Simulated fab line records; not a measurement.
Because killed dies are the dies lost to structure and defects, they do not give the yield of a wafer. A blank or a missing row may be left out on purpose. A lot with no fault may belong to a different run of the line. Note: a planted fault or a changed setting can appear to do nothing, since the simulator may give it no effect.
The same fault as seen by 3 desks -- flow nand-harc -- each desk has only its own numbers; what lay behind them comes last

THE DEFECT DESK
Lot by lot, what the route's inspections counted, given as the mean of those sampled wafers with a number. If a lot's mean is further than 4 standard deviations from the usual mean, the lot is out of limits and carries the mark OUT (the distance appears in the brackets).
Columns: A = raw-defect-count at NHARC_P_M0_INSPECT_11, usual 4.0; B = raw-defect-count at NHARC_P_M0_INSPECT_27, usual 300; C = raw-defect-count at NHARC_P_M1_INSPECT_11, usual 4.0
lot,first seen here,A,B,C
L563,day 6 19:02,2.0,368,2.7
L569,day 9 10:29,3.7,249,3.3
L570,day 10 01:19,3.7,234,1.7
L571,day 10 12:32,7.0,336,6.0
L580,day 14 02:13,2.5,332,2.5
Finding of this desk: none of the 5 lots has anything out of limits.

FOR THE TOOL OWNER'S DESK: pvd-sputter-03
The tool's own readings at NHARC_P_M0_PVD_20 (deposits TaN, target thk 5 nm, time 8.06 s): means of the sampled wafers that have a number, for each lot that ran on this tool. If a lot's mean is further than 4 standard deviations from the usual mean, the lot is out of limits and carries the mark OUT (the distance appears in the brackets).
Columns: A = throttle-valve-pct at NHARC_P_M0_PVD_20, usual 29.9 %
lot,first seen here,A
L569,day 9 11:47,29.4
L580,day 14 03:26,30.0
Finding of this desk: none of the 2 lots has anything out of limits.

THE METROLOGY DESK
Lot by lot, what the gauges showed, no matter which tool ran the lot: averages of those sampled wafers that carry a number. If a lot's mean is further than 4 standard deviations from the usual mean, the lot is out of limits and carries the mark OUT (the distance appears in the brackets). Readings shown: 7 of its 9, picked as those furthest out on some lot.
Columns: A = cd-nm at NHARC_P_M0_CD_MEAS_09, usual 89.8 nm; B = overlay-x-nm at NHARC_P_M0_OVL_MEAS_10, usual 0.0 nm; C = overlay-y-nm at NHARC_P_M0_OVL_MEAS_10, usual 0.0 nm; D = thk-nm at NHARC_P_M0_THK_MEAS_24, usual 117.5 nm; E = cd-nm at NHARC_P_M1_CD_MEAS_09, usual 130.0 nm; F = overlay-x-nm at NHARC_P_M1_OVL_MEAS_10, usual 0.3 nm; G = cd-nm at NHARC_P_M1_CD_MEAS_16, usual 129.9 nm
lot,first seen here,A,B,C,D,E,F,G
L563,day 6 18:55,89.4,-0.6,-1.9,116.4,131.3,0.5,130.5
L569,day 9 10:22,89.1,0.7,0.0,117.7,129.4,-0.2,129.8
L570,day 10 01:11,90.3,-0.5,-1.7,117.4,129.9,1.6,130.2
L571,day 10 12:25,90.2,0.5,0.6,116.2,130.3,0.2,129.3
L580,day 14 02:05,89.6,1.1,0.8,117.2,130.1,-0.2,130.3
Finding of this desk: none of the 5 lots has anything out of limits.

TAKEN TOGETHER
No out-of-limits result turned up at the defect desk.
Nothing out of limits was seen by the tool owner's desk.
Metrology desk: nothing out of limits seen.

WHAT THE SIMULATOR PUT IN
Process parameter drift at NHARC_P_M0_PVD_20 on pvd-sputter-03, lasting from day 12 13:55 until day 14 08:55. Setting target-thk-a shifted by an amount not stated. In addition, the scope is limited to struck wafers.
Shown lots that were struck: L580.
